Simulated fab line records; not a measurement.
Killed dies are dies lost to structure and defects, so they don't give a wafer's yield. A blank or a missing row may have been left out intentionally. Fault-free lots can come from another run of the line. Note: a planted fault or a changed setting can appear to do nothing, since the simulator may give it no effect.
Code-filled problem report in 8D (eight disciplines) form + flow n5 finfet + the parts of the form that need people (team, actions taken, sign-off) are left out

== 1. THE ISSUE ==
At N5_MOL_CONTACT_COAG_IMPLANT_129, dose ions cm2 averages 3.161e+14 over 6 wafers from 2 lots, while fault-free wafers read 5.998e+14, standard deviation 6.6e+11. That is -99 or more standard deviations from the usual mean.
Earliest sighting: wafer L747.3 on implanter-01 at day 7 23:23. At this step, 27 wafers from 9 lots have a number in the record. Rule for "out" (also "out of limits"): further than 4 standard deviations from the usual mean. The other wafers with a number count as sound.

== 2. WHAT IT IS, AND WHAT IT ISN'T ==
| question                    | is                       | is not                                                                          |
|-----------------------------|--------------------------|---------------------------------------------------------------------------------|
| which readings at this step | dose ions cm2, beam on s | -                                                                               |
| which lots                  | L747, L748               | L736, L737, L740, L743, L752, L753, L756                                        |
| which wafers of those lots  | all that have a number   | -                                                                               |
| read on which tools         | implanter-01             | implanter-02                                                                    |
| when                        | from day 7 23:23         | up to then (12 sound wafers); but 9 sound wafers of L752, L753, L756 came after |

== 3. WHAT RULES OUT EACH SUSPECT ==
Counting: any tool at a process step up to the reading is kept as a suspect provided that every lot that is out went through it and no sound lot did after the first of them.
- rie diel-01 at N5_MOL_CONTACT_COAG_DESCUM_13 (chemistry O2, time 7 s): kept. All lots that are out passed through it, beginning with L747 at day 7 22:54, and no sound lot followed; its final sound lot before that point was L743 at day 7 00:27.
- rie diel-01 at N5_MOL_CONTACT_COAG_STRIP_98 (strips in N2/H2): kept. All lots that are out passed through it, beginning with L747 at day 7 23:14, and no sound lot followed; its final sound lot before that point was L743 at day 7 00:46.
- implanter-01 at N5_MOL_CONTACT_COAG_IMPLANT_129: kept. All lots that are out passed through it, beginning with L747 at day 7 23:23, and no sound lot followed; its final sound lot before that point was L743 at day 7 00:53. Out on those wafers are its own readings of beam on s, dose ions cm2.
The count leaves rie diel-01 at N5_MOL_CONTACT_COAG_DESCUM_13, rie diel-01 at N5_MOL_CONTACT_COAG_STRIP_98, and implanter-01 at N5_MOL_CONTACT_COAG_IMPLANT_129.

== 4. THE CAUSE (what the simulator had put in) ==
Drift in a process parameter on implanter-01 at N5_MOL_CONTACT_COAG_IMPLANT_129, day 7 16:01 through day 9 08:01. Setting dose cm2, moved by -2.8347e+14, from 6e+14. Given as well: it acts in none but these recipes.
Counting left 3 suspects, and this tool is among them.

== 5. SEQUENCE OF EFFECTS, ordered by route ==
One row per reading whose mean, taken over the struck wafers that have a number, lies over 3 standard deviations from the usual. Only readings whose record carries a usual standard deviation are examined. hours: median over the lots of the time between each lot's start at the first step of this table that gives one and its start at this step. sigmas: the change, counted in usual standard deviations.
| hours | step                            | reading       | usual     | on struck wafers | change     | sigmas      |
|-------|---------------------------------|---------------|-----------|------------------|------------|-------------|
| 0     | N5_MOL_CONTACT_COAG_IMPLANT_129 | beam on s     | 39.6 s    | 20.8             | -18.9      | -23         |
| 0     | N5_MOL_CONTACT_COAG_IMPLANT_129 | dose ions cm2 | 5.998e+14 | 3.161e+14        | -2.837e+14 | -99 or more |
Process steps it contains:
- N5_MOL_CONTACT_COAG_IMPLANT_129
Later measuring or inspecting steps at which every struck wafer that the step has a row for has a number for every such reading, and none has moved that far: N5_BEOL_M4_RC_MEAS_101.

== 6. HOW IT WOULD HAVE BEEN CAUGHT EARLIER ==
7 hours passed between the start of the fault at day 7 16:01 and the first reading out of limits in this record, taken at day 7 23:23.
